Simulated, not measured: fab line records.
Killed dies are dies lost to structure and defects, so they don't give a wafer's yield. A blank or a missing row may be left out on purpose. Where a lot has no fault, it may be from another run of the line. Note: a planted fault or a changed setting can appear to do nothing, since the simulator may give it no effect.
Split-lot experiment || flow n5-finfet || 7 lots, 39 wafers read, on a route of 1938 steps

== ON THE SPLIT ==
At N5_ZERO_LAYER_DEVELOP_10 (develop time 60 s), the setting develop-time-s was moved away from the recipe's 60 s on 15 of the 39 wafers read, by -54.1% to +22.1%. The other wafers ran this setting at the recipe's value.

== FROM THE SPLIT ON TO THE READING: in between, the file shows 1 step ==
- N5_ZERO_LAYER_HARDBAKE_23: time 120 s

== THE READING ==
At N5_ZERO_LAYER_CD_MEAS_11: cd-nm in nanometres, against a target cd of 2000 nm. A value of 2000.3 nm with a standard deviation of 1.5 nm is what fault-free wafers of this fab line usually give.

{"wafer": "L074.1", "tool, chamber at the split": "litho-track-02, 0", "develop-time-s as run, s": 60, "against the recipe": "recipe", "cd-nm, nm": 2002.4, "against lot-mates on the recipe": "-"}
{"wafer": "L074.2", "tool, chamber at the split": "litho-track-02, 0", "develop-time-s as run, s": 60, "against the recipe": "recipe", "cd-nm, nm": 2004.6, "against lot-mates on the recipe": "-"}
{"wafer": "L074.3", "tool, chamber at the split": "litho-track-02, 0", "develop-time-s as run, s": 34.03, "against the recipe": "-43.3%", "cd-nm, nm": 1988.4, "against lot-mates on the recipe": -14.7}
{"wafer": "L074.4", "tool, chamber at the split": "litho-track-02, 0", "develop-time-s as run, s": 34.03, "against the recipe": "-43.3%", "cd-nm, nm": 1989.1, "against lot-mates on the recipe": -14.0}
{"wafer": "L074.5", "tool, chamber at the split": "litho-track-02, 0", "develop-time-s as run, s": 34.03, "against the recipe": "-43.3%", "cd-nm, nm": 1989.2, "against lot-mates on the recipe": -13.9}
{"wafer": "L074.6", "tool, chamber at the split": "litho-track-02, 0", "develop-time-s as run, s": 60, "against the recipe": "recipe", "cd-nm, nm": 2002.3, "against lot-mates on the recipe": "-"}
{"wafer": "L078.1", "tool, chamber at the split": "litho-track-04, 0", "develop-time-s as run, s": 49.12, "against the recipe": "-18.1%", "cd-nm, nm": 1998.0, "against lot-mates on the recipe": -2.6}
{"wafer": "L078.2", "tool, chamber at the split": "litho-track-04, 0", "develop-time-s as run, s": 60, "against the recipe": "recipe", "cd-nm, nm": 2000.9, "against lot-mates on the recipe": "-"}
{"wafer": "L078.3", "tool, chamber at the split": "litho-track-04, 0", "develop-time-s as run, s": 60, "against the recipe": "recipe", "cd-nm, nm": 1999.8, "against lot-mates on the recipe": "-"}
{"wafer": "L078.4", "tool, chamber at the split": "litho-track-04, 0", "develop-time-s as run, s": 49.12, "against the recipe": "-18.1%", "cd-nm, nm": 1998.0, "against lot-mates on the recipe": -2.6}
{"wafer": "L078.5", "tool, chamber at the split": "litho-track-04, 0", "develop-time-s as run, s": 49.12, "against the recipe": "-18.1%", "cd-nm, nm": 1997.0, "against lot-mates on the recipe": -3.6}
{"wafer": "L078.6", "tool, chamber at the split": "litho-track-04, 0", "develop-time-s as run, s": 60, "against the recipe": "recipe", "cd-nm, nm": 2001.2, "against lot-mates on the recipe": "-"}
{"wafer": "L079.1", "tool, chamber at the split": "litho-track-02, 0", "develop-time-s as run, s": 60, "against the recipe": "recipe", "cd-nm, nm": 2001.3, "against lot-mates on the recipe": "-"}
{"wafer": "L079.2", "tool, chamber at the split": "litho-track-02, 0", "develop-time-s as run, s": 60, "against the recipe": "recipe", "cd-nm, nm": 1998.1, "against lot-mates on the recipe": "-"}
{"wafer": "L079.3", "tool, chamber at the split": "litho-track-02, 0", "develop-time-s as run, s": 60, "against the recipe": "recipe", "cd-nm, nm": 1999.8, "against lot-mates on the recipe": "-"}
{"wafer": "L079.4", "tool, chamber at the split": "litho-track-02, 0", "develop-time-s as run, s": 60, "against the recipe": "recipe", "cd-nm, nm": 1999.9, "against lot-mates on the recipe": "-"}
{"wafer": "L079.5", "tool, chamber at the split": "litho-track-02, 0", "develop-time-s as run, s": 60, "against the recipe": "recipe", "cd-nm, nm": 1998.6, "against lot-mates on the recipe": "-"}
{"wafer": "L079.6", "tool, chamber at the split": "litho-track-02, 0", "develop-time-s as run, s": 60, "against the recipe": "recipe", "cd-nm, nm": 2000.6, "against lot-mates on the recipe": "-"}
{"wafer": "L080.1", "tool, chamber at the split": "litho-track-04, 0", "develop-time-s as run, s": 60, "against the recipe": "recipe", "cd-nm, nm": 1998.3, "against lot-mates on the recipe": "-"}
{"wafer": "L080.2", "tool, chamber at the split": "litho-track-04, 0", "develop-time-s as run, s": 28.49, "against the recipe": "-52.5%", "cd-nm, nm": 1984.4, "against lot-mates on the recipe": -13.9}
{"wafer": "L080.3", "tool, chamber at the split": "litho-track-04, 0", "develop-time-s as run, s": 60, "against the recipe": "recipe", "cd-nm, nm": 1997.9, "against lot-mates on the recipe": "-"}
{"wafer": "L080.4", "tool, chamber at the split": "litho-track-04, 0", "develop-time-s as run, s": 28.49, "against the recipe": "-52.5%", "cd-nm, nm": 1983.5, "against lot-mates on the recipe": -14.8}
{"wafer": "L080.5", "tool, chamber at the split": "litho-track-04, 0", "develop-time-s as run, s": 60, "against the recipe": "recipe", "cd-nm, nm": 1998.6, "against lot-mates on the recipe": "-"}
{"wafer": "L080.6", "tool, chamber at the split": "litho-track-04, 0", "develop-time-s as run, s": 28.49, "against the recipe": "-52.5%", "cd-nm, nm": 1984.9, "against lot-mates on the recipe": -13.4}
{"wafer": "L083.1", "tool, chamber at the split": "litho-track-04, 0", "develop-time-s as run, s": 27.54, "against the recipe": "-54.1%", "cd-nm, nm": 1983.4, "against lot-mates on the recipe": -17.0}
{"wafer": "L083.2", "tool, chamber at the split": "litho-track-04, 0", "develop-time-s as run, s": 27.54, "against the recipe": "-54.1%", "cd-nm, nm": 1983.7, "against lot-mates on the recipe": -16.7}
{"wafer": "L083.3", "tool, chamber at the split": "litho-track-04, 0", "develop-time-s as run, s": 60, "against the recipe": "recipe", "cd-nm, nm": 2000.8, "against lot-mates on the recipe": "-"}
{"wafer": "L083.4", "tool, chamber at the split": "litho-track-04, 0", "develop-time-s as run, s": 27.54, "against the recipe": "-54.1%", "cd-nm, nm": 1983.2, "against lot-mates on the recipe": -17.2}
{"wafer": "L083.5", "tool, chamber at the split": "litho-track-04, 0", "develop-time-s as run, s": 60, "against the recipe": "recipe", "cd-nm, nm": 2000.2, "against lot-mates on the recipe": "-"}
{"wafer": "L083.6", "tool, chamber at the split": "litho-track-04, 0", "develop-time-s as run, s": 60, "against the recipe": "recipe", "cd-nm, nm": 2000.1, "against lot-mates on the recipe": "-"}
{"wafer": "L094.2", "tool, chamber at the split": "litho-track-01, 0", "develop-time-s as run, s": 60, "against the recipe": "recipe", "cd-nm, nm": 2002.4, "against lot-mates on the recipe": "-"}
{"wafer": "L094.4", "tool, chamber at the split": "litho-track-01, 0", "develop-time-s as run, s": 60, "against the recipe": "recipe", "cd-nm, nm": 2002.4, "against lot-mates on the recipe": "-"}
{"wafer": "L094.6", "tool, chamber at the split": "litho-track-01, 0", "develop-time-s as run, s": 60, "against the recipe": "recipe", "cd-nm, nm": 2001.9, "against lot-mates on the recipe": "-"}
{"wafer": "L095.1", "tool, chamber at the split": "litho-track-01, 0", "develop-time-s as run, s": 60, "against the recipe": "recipe", "cd-nm, nm": 2002.8, "against lot-mates on the recipe": "-"}
{"wafer": "L095.2", "tool, chamber at the split": "litho-track-01, 0", "develop-time-s as run, s": 73.28, "against the recipe": "+22.1%", "cd-nm, nm": 2004.4, "against lot-mates on the recipe": "+2.1"}
{"wafer": "L095.3", "tool, chamber at the split": "litho-track-01, 0", "develop-time-s as run, s": 60, "against the recipe": "recipe", "cd-nm, nm": 2001.6, "against lot-mates on the recipe": "-"}
{"wafer": "L095.4", "tool, chamber at the split": "litho-track-01, 0", "develop-time-s as run, s": 73.28, "against the recipe": "+22.1%", "cd-nm, nm": 2007.0, "against lot-mates on the recipe": "+4.7"}
{"wafer": "L095.5", "tool, chamber at the split": "litho-track-01, 0", "develop-time-s as run, s": 73.28, "against the recipe": "+22.1%", "cd-nm, nm": 2007.9, "against lot-mates on the recipe": "+5.6"}
{"wafer": "L095.6", "tool, chamber at the split": "litho-track-01, 0", "develop-time-s as run, s": 60, "against the recipe": "recipe", "cd-nm, nm": 2002.5, "against lot-mates on the recipe": "-"}

FIT RESULTS
A straight line over all 39 wafers: cd-nm changes by +0.299 nm for each +1% of develop-time-s; r = +0.97; the points scatter about the line by 1.7 nm.
The same after taking each lot's own level away (the mean of its wafers on the recipe; 39 wafers): +0.285 nm for each +1%; r = +0.98; scatter 1.4 nm.
Per that fit: largest develop-time-s move, reading shift of 15 nm.
The span of the lots' own levels, 1998.27 to 2003.10 nm, comes to 3.2 times the standard deviation stated above.
So the lot-to-lot level changes the slope little: the two slopes agree.
Check: -15.4 nm against its lot-mates is what the line predicts for one of the wafers moved furthest among these (-54.1%) when that wafer is left out of the fit. It came out at -17 nm against them.

== THE WHOLE CHAIN: every reading that the file lists as answering this split, in the file's order ==
{"step": "N5_ZERO_LAYER_CD_MEAS_11", "what it does": "target cd 2000 nm", "reading": "cd-nm", "change (the file's fit)": "+0.288 nm for each +1% of the setting", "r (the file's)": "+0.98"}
{"step": "N5_ZERO_LAYER_DESCUM_16", "what it does": "chemistry O2, time 7.9 s", "reading": "ZERO_LAYER.cd-nm (the simulator's own value, which no gauge read)", "change (the file's fit)": "+0.29 nm for each +1% of the setting", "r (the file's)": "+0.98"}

== THE FILE'S OWN FIT ==
cd-nm changes by +0.288 nm for each +1% of develop-time-s, r = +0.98.
